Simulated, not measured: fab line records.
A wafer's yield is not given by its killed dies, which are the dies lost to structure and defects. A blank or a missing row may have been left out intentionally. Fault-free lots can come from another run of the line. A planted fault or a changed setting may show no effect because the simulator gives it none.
A struck lot beside a sound one + flow nand_harc + 22 steps out of a route of 1302
Sound: the wafers L719.1, L719.2, L719.5. Wafers L731.1, L731.3, L731.6 were the ones struck. Last of all comes the cause.
At each step with rows: each side's tool, then ch and its chambers, then its first start. Under that, the readings that differ: sound wafers + struck wafers + difference of the means + sigmas: that difference in standard deviations of wafers without a fault.
alike: words and numbers the same on both sides, and readings whose means are apart by under 2 such deviations; not compared: readings that were withheld, readings missing a value for some wafer, numbers with overlapping values and no deviation given by the record, and bounds like >300 which may hide the same value.
A row with sigmas, a row that says differs or no value, or rows on one side alone: a step with any of these is where the two part. Non-overlapping numbers with no deviation appear without sigmas and do not part them. Lack of a reading on every wafer of one side parts them only where that side has two or more wafers.

first, 5 steps without rows for these wafers: NHARC_P_GATE_STRIP_15 (strips in SPM, time 780 s); NHARC_P_GATE_PRECLEAN_71 (cleans in SC1); NHARC_P_GATE_SRD_72; NHARC_P_GATE_OXIDE_16 (material SiO2, target thk 3 nm, ox time 392 s); NHARC_P_GATE_CVD_17 (deposits poly-Si, target thk 150 nm, time 900 s).
NHARC_P_GATE_HM_DEP_102: deposits aC, target thk 120 nm.
  sound on acl_dep-03 ch 0, day 8 18:34; struck on acl_dep-01 ch 0, day 13 18:27
  alike: throttle_valve_pct
NHARC_P_GATE_DEP_103: deposits SiON, target thk 30 nm.
  sound on pecvd-02 ch 0,2, day 8 19:14; struck on pecvd-04 ch 0,1,2, day 13 19:07
  alike: heater_power_w
then, 5 steps without rows for these wafers: NHARC_P_GATE_DEHYDRATE_18 (time 120 s); NHARC_P_GATE_HMDS_19 (time 30 s); NHARC_P_GATE_COAT_20 (resist thk 90 nm); NHARC_P_GATE_SOFTBAKE_21 (time 55 s); NHARC_P_GATE_EBR_22.
NHARC_P_GATE_EXPOSE_23: exposes mask P GATE, target cd 120 nm.
  sound on arfi_scanner-01 ch 0, day 8 19:46; struck on arfi_scanner-01 ch 0, day 13 19:32
| reading              | sound             | struck            | difference | sigmas |
|----------------------|-------------------|-------------------|------------|--------|
| exposure_dose_mJ_cm2 | 93.74 93.79 93.78 | 95.95 95.81 95.84 | +2.10      | +21    |
  alike: mask
then, 2 steps without rows for these wafers: NHARC_P_GATE_PEB_24 (peb time 65 s); NHARC_P_GATE_DEVELOP_25 (develop time 35 s).
NHARC_P_GATE_CD_MEAS_26 targets a cd of 120 nm.
  sound on cd_sem-02 ch 0, day 8 19:55; struck on cd_sem-01 ch 0, day 13 19:40
  alike: cd_nm
NHARC_P_GATE_OVL_MEAS_27:
  struck on overlay-02, day 13 19:46; sound on overlay-01, day 8 20:00
| reading           | sound          | struck      | difference | sigmas |
|-------------------|----------------|-------------|------------|--------|
| overlay_y_nm (nm) | -1.6 -1.6 -1.5 | 0.6 0.7 0.0 | +2.0       | +2     |
  alike: overlay_x_nm
NHARC_P_GATE_INSPECT_28:
  struck on defect_inspect-01, day 13 19:48; sound on defect_inspect-01, day 8 20:02
  alike: raw_defect_count
NHARC_P_GATE_DESCUM_31: chemistry O2, time 3 s.
  sound on rie_diel-11 ch 0,1,3, day 8 20:07; struck on rie_diel-11 ch 0,1,3, day 13 19:52
  alike: drypump_motor_current_A, oes_product_au, rf_vpp_V, showerhead_plenum_p_Torr, throttle_valve_pct
  not compared: rf_hours_counter_h, model.P_GATE.cd_nm
NHARC_P_GATE_ETCH_104: etches the open film in CF4/CHF3, target depth 60 nm.
  sound on rie_diel-11 ch 0,2,3, day 8 20:11; struck on rie_diel-11 ch 0,1, day 13 19:57
  alike: drypump_motor_current_A, oes_product_au, rf_vpp_V, showerhead_plenum_p_Torr, throttle_valve_pct
  not compared: model.P_GATE.cd_nm
NHARC_P_GATE_HM_OPEN_105: chemistry O2/COS, target depth 360 nm.
  sound: rie_diel-11 ch 1,2; struck: rie_diel-11 ch 0,1
  alike: drypump_motor_current_A, oes_product_au, rf_vpp_V, showerhead_plenum_p_Torr, throttle_valve_pct
  not compared: rf_hours_counter_h
-- record jumps: 19 days between struck wafers' starts before vs after; left off in module P_GATE, resumes in module END, first step shown is number 1302 of the route --
NHARC_END_SORT_01:
  sound on prober-02 ch 0, day 27 23:14; struck on prober-02 ch 0, day 33 03:18
| reading         | sound | struck | difference | sigmas |
|-----------------|-------|--------|------------|--------|
| killed_at_other | 1 0 0 | 3 1 7  | +3         | +3     |
  alike: killed_at_array, killed_at_periphery, killed_dies, killed_open, killed_short

## WHERE THEY PART
Earliest at NHARC_P_GATE_EXPOSE_23; latest, in this record, at NHARC_END_SORT_01.

WHY: the cause the simulator had injected
Process parameters drifting: arfi_scanner-01 at NHARC_P_GATE_EXPOSE_23, beginning at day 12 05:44. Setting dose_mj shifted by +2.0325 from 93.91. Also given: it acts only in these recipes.
